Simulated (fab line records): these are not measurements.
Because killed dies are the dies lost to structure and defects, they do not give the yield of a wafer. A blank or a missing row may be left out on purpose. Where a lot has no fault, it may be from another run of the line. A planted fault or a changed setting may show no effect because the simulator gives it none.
Split-lot study    flow n5 finfet    route with 1938 steps; 7 lots, 21 wafers read

== SPLIT DETAILS ==
At N5_BEOL_M2_ILD_DEP_00 (deposits SiOC from DEMS/O2, target thk 79 nm, time 15.3 s), the setting time s was moved away from the recipe's 15.3 s on 7 of the 21 wafers read, by -9.2% to +14.6%. The other wafers ran this setting at the recipe's value.

No step appears in the file between the split and the reading.

== THE READING ==
Values of M2_ILD_THK in nm from N5_BEOL_M2_THK_MEAS_01. Fault-free wafers of this fab line usually give 78.5 nm, standard deviation 1.3 nm.

wafer   tool, chamber at the split  time s as run, s  against the recipe  M2_ILD_THK, nm  against lot-mates on the recipe
L075.1  pecvd-01, 0                 16.54             +8.1%               84.5            +4.9
L075.3  pecvd-01, 0                 15.3              recipe              79.6            -
L075.6  pecvd-01, 0                 16.54             +8.1%               85.1            +5.5
L077.3  pecvd-01, 0                 15.3              recipe              77.6            -
L077.4  pecvd-01, 2                 15.3              recipe              78.7            -
L077.6  pecvd-01, 1                 15.3              recipe              79.4            -
L082.4  pecvd-01, 0                 17.53             +14.6%              92.4            no lot-mate on the recipe
L082.5  pecvd-01, 2                 17.53             +14.6%              90.9            no lot-mate on the recipe
L082.6  pecvd-01, 1                 17.53             +14.6%              92.6            no lot-mate on the recipe
L089.2  pecvd-02, 1                 15.3              recipe              77.2            -
L089.4  pecvd-02, 0                 15.3              recipe              79.4            -
L089.6  pecvd-02, 0                 15.3              recipe              78.9            -
L092.2  pecvd-01, 0                 15.3              recipe              77.9            -
L092.3  pecvd-01, 2                 15.3              recipe              77.4            -
L092.4  pecvd-01, 2                 15.3              recipe              78.1            -
L096.2  pecvd-04, 2                 15.3              recipe              77.9            -
L096.5  pecvd-04, 0                 15.3              recipe              79.4            -
L096.6  pecvd-04, 1                 13.9              -9.2%               72.7            -6.0
L097.2  pecvd-02, 1                 17.48             +14.2%              87.9            +9.0
L097.3  pecvd-02, 0                 15.3              recipe              77.3            -
L097.6  pecvd-02, 2                 15.3              recipe              80.6            -

THE FIT
A straight line over all 21 wafers: M2_ILD_THK changes by +0.821 nm for each +1% of time s; r = +0.97; the points scatter about the line by 1.3 nm.
The same after taking each lot's own level away (the mean of its wafers on the recipe; 18 wafers): +0.637 nm for each +1%; r = +0.97; scatter 0.84 nm.
The reading moves by 9.3 nm for the largest change in time s, on that fit.
Measured against the standard deviation above, the lots' own levels, which go from 77.80 to 79.60 nm, span 1.4 times it.
Thus the slope moves with the lot-to-lot level: the two fits are different.
Check: for one of the wafers moved furthest among these (+14.2%), held out of the fit, the line's prediction against its lot-mates is +9.19 nm. Against them it came out at +8.95 nm.

== ADDITIONAL SPLITS CARRIED BY THESE WAFERS ==
Note: prior to the reading, these wafers also went through further splits. Each is held against what the fit with the lots' levels taken away leaves over:
other split on the same wafers             wafers away from the commonest value  r with M2_ILD_THK (lot level and that fit taken away)
N5_SDB_CUT_ETCH_26 icp w                   7                                     +0.27
N5_GATE_CUT_ETCH_56 icp w                  6                                     +0.36
N5_GATE_CUT_ETCH_58 time s                 6                                     +0.27
N5_MOL_CONTACT_COAG_COAT_02 spin rpm       4                                     +0.02
N5_MOL_CONTACT_COAG_ETCH_105 bias w        5                                     -0.11
N5_MOL_CONTACT_COAG_VIA_ETCH_46 bias w     6                                     -0.15
N5_MOL_CONTACT_COAG_VIA_ETCH_117 bias w    9                                     +0.09
N5_BEOL_M0_SAQP_SPACER1_ALD_98 ald cycles  7                                     +0.46
N5_BEOL_M0_ETCH_138 bias w                 7                                     +0.35
N5_BEOL_M1_DEP_57 time s                   9                                     -0.20

== THE WHOLE CHAIN: every reading that the file lists as answering this split, in the file's order ==
step                    what it does                                               reading                                                                             change (the file's fit)                r (the file's)
N5_BEOL_M2_ILD_DEP_00   deposits SiOC from DEMS/O2, target thk 79 nm, time 15.3 s  SiOC_of_BEOL_M2_ILD_DEP_00.thk nm (the simulator's own value, which no gauge read)  +0.636 nm for each +1% of the setting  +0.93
N5_BEOL_M2_THK_MEAS_01                                                             M2_ILD_THK                                                                          +0.639 for each +1% of the setting     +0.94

== FILE'S OWN FIT ==
M2_ILD_THK changes by +0.639 nm for each +1% of time s, r = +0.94.
